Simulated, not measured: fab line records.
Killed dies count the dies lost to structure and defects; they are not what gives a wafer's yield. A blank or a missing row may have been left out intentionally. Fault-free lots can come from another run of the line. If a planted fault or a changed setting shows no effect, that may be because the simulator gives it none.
Matching of chambers || flow n5Finfet || rieDiel-01 running N5_BEOL_M10_ETCH_61: 4 sister chambers
The step etches SiARC in CF4, target depth 39 nm, time 65 s. 16 wafers are shown with their chamber, then 8 later ones without.

## WAFERS, EACH WITH ITS CHAMBER
{"wafer": "L076.1", "chamber": 0, "showerheadPlenumPTorr (Torr)": 2.12, "drypumpMotorCurrentA (A)": 5.5, "throttleValvePct (%)": 15.77}
{"wafer": "L076.4", "chamber": 1, "showerheadPlenumPTorr (Torr)": 2.20, "drypumpMotorCurrentA (A)": 5.0, "throttleValvePct (%)": 15.58}
{"wafer": "L076.6", "chamber": 0, "showerheadPlenumPTorr (Torr)": 2.12, "drypumpMotorCurrentA (A)": 5.5, "throttleValvePct (%)": 15.77}
{"wafer": "L079.2", "chamber": 0, "showerheadPlenumPTorr (Torr)": 2.12, "drypumpMotorCurrentA (A)": 5.5, "throttleValvePct (%)": 15.82}
{"wafer": "L079.3", "chamber": 1, "showerheadPlenumPTorr (Torr)": 2.19, "drypumpMotorCurrentA (A)": 5.0, "throttleValvePct (%)": 15.61}
{"wafer": "L079.4", "chamber": 3, "showerheadPlenumPTorr (Torr)": 2.08, "drypumpMotorCurrentA (A)": 5.7, "throttleValvePct (%)": 15.36}
{"wafer": "L084.2", "chamber": 3, "showerheadPlenumPTorr (Torr)": 2.07, "drypumpMotorCurrentA (A)": 5.6, "throttleValvePct (%)": 15.40}
{"wafer": "L084.4", "chamber": 3, "showerheadPlenumPTorr (Torr)": 2.07, "drypumpMotorCurrentA (A)": 5.6, "throttleValvePct (%)": 15.39}
{"wafer": "L084.5", "chamber": 1, "showerheadPlenumPTorr (Torr)": 2.19, "drypumpMotorCurrentA (A)": 5.1, "throttleValvePct (%)": 15.62}
{"wafer": "L088.1", "chamber": 1, "showerheadPlenumPTorr (Torr)": 2.19, "drypumpMotorCurrentA (A)": 5.1, "throttleValvePct (%)": 15.64}
{"wafer": "L088.2", "chamber": 0, "showerheadPlenumPTorr (Torr)": 2.11, "drypumpMotorCurrentA (A)": 5.5, "throttleValvePct (%)": 15.29}
{"wafer": "L088.3", "chamber": 2, "showerheadPlenumPTorr (Torr)": 2.28, "drypumpMotorCurrentA (A)": 5.2, "throttleValvePct (%)": 15.21}
{"wafer": "L088.4", "chamber": 3, "showerheadPlenumPTorr (Torr)": 2.07, "drypumpMotorCurrentA (A)": 5.6, "throttleValvePct (%)": 15.41}
{"wafer": "L088.5", "chamber": 2, "showerheadPlenumPTorr (Torr)": 2.28, "drypumpMotorCurrentA (A)": 5.2, "throttleValvePct (%)": 15.22}
{"wafer": "L088.6", "chamber": 1, "showerheadPlenumPTorr (Torr)": 2.19, "drypumpMotorCurrentA (A)": 5.0, "throttleValvePct (%)": 15.65}
{"wafer": "L089.1", "chamber": 3, "showerheadPlenumPTorr (Torr)": 2.07, "drypumpMotorCurrentA (A)": 5.6, "throttleValvePct (%)": 15.41}

SIGNATURES (means of the wafers above)
{"reading": "showerheadPlenumPTorr", "chamber 0": 2.1175, "chamber 1": 2.1920, "chamber 2": 2.2800, "chamber 3": 2.0720, "scatter within a chamber": 0.00443}
{"reading": "drypumpMotorCurrentA", "chamber 0": 5.500, "chamber 1": 5.040, "chamber 2": 5.200, "chamber 3": 5.620, "scatter within a chamber": 0.0408}
{"reading": "throttleValvePct", "chamber 0": 15.6625, "chamber 1": 15.6200, "chamber 2": 15.2150, "chamber 3": 15.3940, "scatter within a chamber": 0.126}
Rule: for each reading, subtract the chamber's mean from the wafer's reading, divide by that reading's scatter and square the result; add these up over the readings and take the root, which gives the wafer's distance from the chamber. If the next closest chamber is less than 2 further off than the closest, the wafer can't be placed; otherwise it belongs to the closest. How the scatter is found: for the shown wafers, subtract from each reading the mean of its chamber, square and add these, divide the total by (wafers less chambers), then take the root.

## WAFERS MISSING THEIR CHAMBER
{"wafer": "L089.2", "showerheadPlenumPTorr (Torr)": 2.12, "drypumpMotorCurrentA (A)": 5.5, "throttleValvePct (%)": 15.29}
{"wafer": "L089.3", "showerheadPlenumPTorr (Torr)": 2.28, "drypumpMotorCurrentA (A)": 5.2, "throttleValvePct (%)": 15.20}
{"wafer": "L089.4", "showerheadPlenumPTorr (Torr)": 2.19, "drypumpMotorCurrentA (A)": 5.1, "throttleValvePct (%)": 15.65}
{"wafer": "L089.5", "showerheadPlenumPTorr (Torr)": 2.07, "drypumpMotorCurrentA (A)": 5.6, "throttleValvePct (%)": 15.40}
{"wafer": "L089.6", "showerheadPlenumPTorr (Torr)": 2.28, "drypumpMotorCurrentA (A)": 5.3, "throttleValvePct (%)": 15.21}
{"wafer": "L096.2", "showerheadPlenumPTorr (Torr)": 2.06, "drypumpMotorCurrentA (A)": 5.6, "throttleValvePct (%)": 15.43}
{"wafer": "L096.3", "showerheadPlenumPTorr (Torr)": 2.27, "drypumpMotorCurrentA (A)": 5.2, "throttleValvePct (%)": 15.26}
{"wafer": "L096.4", "showerheadPlenumPTorr (Torr)": 2.06, "drypumpMotorCurrentA (A)": 5.6, "throttleValvePct (%)": 15.44}

## THE CHAMBER EACH PASSED THROUGH
{"wafer": "L089.2", "from the rows above": 0, "in truth": 0}
{"wafer": "L089.3", "from the rows above": 2, "in truth": 2}
{"wafer": "L089.4", "from the rows above": 1, "in truth": 1}
{"wafer": "L089.5", "from the rows above": 3, "in truth": 3}
{"wafer": "L089.6", "from the rows above": 2, "in truth": 2}
{"wafer": "L096.2", "from the rows above": 3, "in truth": 3}
{"wafer": "L096.3", "from the rows above": 2, "in truth": 2}
{"wafer": "L096.4", "from the rows above": 3, "in truth": 3}
Correctly placed: 8 of 8. From these rows, 0 cannot be placed. Placed wrongly: 0.
